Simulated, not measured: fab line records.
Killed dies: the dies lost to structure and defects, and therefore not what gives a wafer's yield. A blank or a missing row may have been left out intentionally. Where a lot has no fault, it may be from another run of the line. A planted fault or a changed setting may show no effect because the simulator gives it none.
Problem report in the 8D (eight disciplines) form, filled by code ; flow nand_harc ; the parts of the form that need people (team, actions taken, sign-off) are left out

## 1. THE PROBLEM
Wafers without a fault read 2 nm, standard deviation 4.8; overlay_x_nm at NHARC_A_BONDPAD_OVL_MEAS_35 reads a mean of 60 nm on 6 wafers belonging to 2 lots. That is +12 standard deviations from the usual mean.
First observed at day 20 18:35: wafer L301.2, on overlay-02. At this step, 33 wafers from 11 lots have a number in the record. Rule for "out" (also "out of limits"): further than 4 standard deviations from the usual mean. The rest of the wafers with a number are treated as sound.

## 2. WHAT THIS IS AND IS NOT
question;is;is not
which readings at this step;overlay_x_nm;overlay_y_nm
which lots;L301, L302;L287, L288, L289, L290, L292, L296, L304, L305, L310
which wafers of those lots;all that have a number;-
read on which gauges;overlay-01, overlay-02;-
when;from day 20 18:35;"up to then (18 sound wafers); but 9 sound wafers of L304, L305, L310 came after"

## 3. THE SUSPECTS, EACH WITH WHAT RULES IT OUT
Counting: any tool at a process step up to the reading is kept as a suspect provided that every lot that is out went through it and no sound lot did after the first of them.
- the gauge at NHARC_A_BONDPAD_OVL_MEAS_35 has been ruled out. 2 gauges (overlay-01, overlay-02) read the wafers that are out.
- pvd_sputter-01 at NHARC_A_M1_DEGAS_29 (time 60 s): ruled out as a lasting fault. The sound lots L304 went through it after L301, its earliest lot that is out (day 20 14:58).
- krf_scanner-04 at NHARC_A_BONDPAD_EXPOSE_06 (exposes mask A BPAD): kept. All lots that are out passed through it, beginning with L301 at day 20 18:21, and no sound lot followed; its final sound lot before that point was L288 at day 18 10:01.
The count leaves krf_scanner-04 at NHARC_A_BONDPAD_EXPOSE_06.

## 4. THE CAUSE (what the simulator had put in)
Scanner matching overlay: krf_scanner-04, from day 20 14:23 on, at NHARC_A_BONDPAD_EXPOSE_06. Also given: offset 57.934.
This tool alone remained once counting was done.

## 5. SEQUENCE OF EFFECTS, ordered by route
Each row: a reading where the mean over the struck wafers with a number is more than 3 standard deviations away from the usual. Readings are gone through only where the record gives a usual standard deviation; hours: the median, over the lots, of the time from a lot's start at the first step in this table giving one to that lot's start at this step; sigmas: the change measured in usual standard deviations.
hours;step;reading;usual;on struck wafers;change;sigmas
0;NHARC_A_BONDPAD_OVL_MEAS_35;overlay_x_nm;2 nm;60;+58;+12
At these later measuring or inspecting steps, every struck wafer for which the step has a row has a number for every such reading, and none has moved that far: NHARC_END_SORT_01.

## 6. WHAT WOULD HAVE CAUGHT IT SOONER
4 hours passed between the start of the fault at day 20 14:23 and the first reading out of limits at a measuring or inspecting step in this record, taken at day 20 18:35.
Of the lots that are out (2), L302 began NHARC_A_BONDPAD_EXPOSE_06 on krf_scanner-04 after day 20 18:35. A tool hold placed at that time would have kept it from harm.
